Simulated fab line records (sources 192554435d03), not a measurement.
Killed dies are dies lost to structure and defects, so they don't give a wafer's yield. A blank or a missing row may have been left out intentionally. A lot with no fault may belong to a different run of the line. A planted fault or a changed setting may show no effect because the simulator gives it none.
fab line records -- flow n5Finfet
record: lots: 7, wafers: 39
route steps=1938 shown FIN_SAQP@116 DUMMY_GATE@237
startH: the number of hours between the record's first day and the start of the first shown wafer of the lot -- waitH: hours since the lot's step before -- " identical to the entry in the row above -- L1.1+2: a row that stands for several wafers -- - no value present, or no start provided -- * or withheld: withheld -- < > ~ a bound
route shown NAME@n: a module of which the file shows steps, and the number in the route of the first -- usual: mean/standard deviation taken from wafers without a fault -- same: alike in all rows -- chamber/n: place in a boat -- sites: the reading at each site -- _std_site: the values' standard deviation -- _edge_site: the outer-site mean with the inner-site mean subtracted -- radiusMm: for every site, how far away it sits from the centre of the wafer -- mask NAME#n: copy n -- behind: the last tool/chamber to shape the wafer -- hold: reason for holding the lot/hours on hold/outcome of the hold -- device: the transistor (n, p or np) that didn't switch -- end of line: tests of these same wafers at the route's end -- step lacking rows: just its recipe -- killed: the dies lost at the first sort to structure and to defects; this is not the yield of the wafer -- map: shows each die of a wafer: x if killed, . if not, _ if none is there
set.NAME: setting as actually run; set.NAME@STEP: the setting as run at that earlier step -- model.NAME: the simulator's own value behind a step, which no gauge read
lots whose settings were changed on purpose; a table a step, a row a wafer
== steps ==
step: N5_FIN_SAQP_ETCH_52
recipe: chemistry: N2/H2, target: SOC, targetDepthA: 1000, overetchA: 200, maskMaterial: SiARC, tempC: 40, timeS: 150, ionEnergyEv: 200, pressureMtorr: 30, sourceW: 840, biasW: 150, n2FlowSccm: 200, h2FlowSccm: 200, ends: endPoint
usual: rfVppV: 523.7/2.7
lot.wafer,tool,chamber,startH,waitH,set.sourceW,rfVppV
L074.1,rieDiel-04,3,23.55,0.0,840,521.5
L074.2,rieDiel-04,1,23.55,0.0,897.1,510.3
L074.3,rieDiel-04,0,23.55,0.0,840,524.2
L074.4,rieDiel-04,2,23.55,0.0,897.1,515.1
L074.5,rieDiel-04,2,23.55,0.0,897.1,515.3
L074.6,rieDiel-04,1,23.55,0.0,840,520.0
L075.1,rieDiel-04,3,28.66,0.0,840,522.6
L075.2,rieDiel-04,2,28.66,0.0,840,525.2
L075.3,rieDiel-04,1,28.66,0.0,757.4,538.1
L075.4,rieDiel-04,0,28.66,0.0,757.4,541.7
L075.5,rieDiel-04,1,28.66,0.0,840,522.3
L075.6,rieDiel-04,0,28.66,0.0,757.4,543.2
L076.1,rieDiel-01,0,33.94,0.0,898.1,515.6
L076.2,rieDiel-01,2,33.94,0.0,840,524.1
L076.3,rieDiel-01,3,33.94,0.0,898.1,510.7
L076.4,rieDiel-01,1,33.94,0.0,840,526.9
L076.5,rieDiel-01,0,33.94,0.0,898.1,513.9
L076.6,rieDiel-01,3,33.94,0.0,840,521.7
L077.1,rieDiel-04,0,40.41,0.0,970.2,499.5
L077.2,rieDiel-04,1,40.41,0.0,840,521.3
L077.3,rieDiel-04,3,40.41,0.0,840,521.5
L077.4,rieDiel-04,2,40.41,0.0,970.2,500.9
L077.5,rieDiel-04,1,40.41,0.0,840,520.5
L077.6,rieDiel-04,2,40.41,0.0,970.2,501.2
L086.1,rieDiel-01,3,95.50,0.0,840,522.2
L086.2,rieDiel-01,0,95.50,0.0,690.5,560.8
L086.3,rieDiel-01,2,95.50,0.0,690.5,557.5
L086.4,rieDiel-01,1,95.50,0.0,840,527.6
L086.5,rieDiel-01,0,95.50,0.0,840,527.0
L086.6,rieDiel-01,1,95.50,0.0,690.5,564.2
L089.1,rieDiel-01,1,112.72,0.0,840,527.6
L089.3,rieDiel-01,0,112.72,0.0,840,527.1
L089.6,rieDiel-01,2,112.72,0.0,840,523.0
L097.1,rieDiel-05,2,159.76,0.0,840,526.2
L097.2,rieDiel-05,3,159.76,0.0,840,518.8
L097.3,rieDiel-05,0,159.76,0.0,840,520.7
L097.4,rieDiel-05,1,159.76,0.0,840,524.0
L097.5,rieDiel-05,2,159.76,0.0,840,527.2
L097.6,rieDiel-05,1,159.76,0.0,840,524.3
step: N5_DUMMY_GATE_ETCH_37
recipe: chemistry: N2/H2, target: SOC, targetDepthA: 600, overetchA: 300, tempC: 40, ionEnergyEv: 200, pressureMtorr: 30, sourceW: 840, biasW: 150, n2FlowSccm: 200, h2FlowSccm: 200
usual: rfVppV: 523.5/2.7
lot.wafer,tool,chamber,startH,waitH,set.sourceW,rfVppV
L074.1,rieDiel-06,0,47.95,0.0,840,522.3
L074.2,rieDiel-06,3,47.95,0.0,700.8,556.7
L074.3,rieDiel-06,2,47.95,0.0,700.8,551.6
L074.4,rieDiel-06,1,47.95,0.0,840,526.4
L074.5,rieDiel-06,2,47.95,0.0,700.8,551.7
L074.6,rieDiel-06,1,47.95,0.0,840,524.6
L075.1,rieDiel-02,2,59.24,0.0,840,523.7
L075.2,rieDiel-02,1,59.24,0.0,840,528.0
L075.3,rieDiel-02,3,59.24,0.0,840,521.0
L075.4,rieDiel-02,0,59.24,0.0,693.7,555.7
L075.5,rieDiel-02,0,59.24,0.0,693.7,556.2
L075.6,rieDiel-02,3,59.24,0.0,693.7,556.3
L076.1,rieDiel-06,0,63.51,0.0,840,524.4
L076.2,rieDiel-06,3,63.51,0.0,840,524.0
L076.3,rieDiel-06,1,63.51,0.0,936.5,505.7
L076.4,rieDiel-06,2,63.51,0.0,840,518.0
L076.5,rieDiel-06,3,63.51,0.0,936.5,504.5
L076.6,rieDiel-06,2,63.51,0.0,936.5,500.6
L077.1,rieDiel-06,1,69.55,0.0,840,525.9
L077.2,rieDiel-06,3,69.55,0.0,840,524.0
L077.3,rieDiel-06,2,69.55,0.0,840,518.9
L077.4,rieDiel-06,0,69.55,0.0,966,499.5
L077.5,rieDiel-06,1,69.55,0.0,966,500.7
L077.6,rieDiel-06,0,69.55,0.0,966,498.6
L086.1,rieDiel-03,0,121.57,0.0,723.2,551.6
L086.2,rieDiel-03,2,121.57,0.0,723.2,553.7
L086.3,rieDiel-03,3,121.57,0.0,840,526.1
L086.4,rieDiel-03,3,121.57,0.0,723.2,554.1
L086.5,rieDiel-03,2,121.57,0.0,840,527.4
L086.6,rieDiel-03,0,121.57,0.0,840,523.4
L089.1,rieDiel-02,0,136.53,0.0,840,522.0
L089.3,rieDiel-02,3,136.53,0.0,840,521.1
L089.6,rieDiel-02,0,136.53,0.0,840,521.2
L097.1,rieDiel-02,2,187.08,0.0,840,523.3
L097.2,rieDiel-02,0,187.08,0.0,840,521.6
L097.3,rieDiel-02,3,187.08,0.0,840,519.9
L097.4,rieDiel-02,1,187.08,0.0,840,527.3
L097.5,rieDiel-02,3,187.08,0.0,840,520.9
L097.6,rieDiel-02,0,187.08,0.0,840,521.8
== key ==
split: step: N5_FIN_SAQP_ETCH_52, setting: sourceW, stated: 840, by: wafer
response: step: N5_FIN_SAQP_ETCH_52, reading: rfVppV, change: -1.67, per: 1%, r: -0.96
split: step: N5_DUMMY_GATE_ETCH_37, setting: sourceW, stated: 840, by: wafer
response: step: N5_DUMMY_GATE_ETCH_37, reading: rfVppV, change: -1.75, per: 1%, r: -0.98
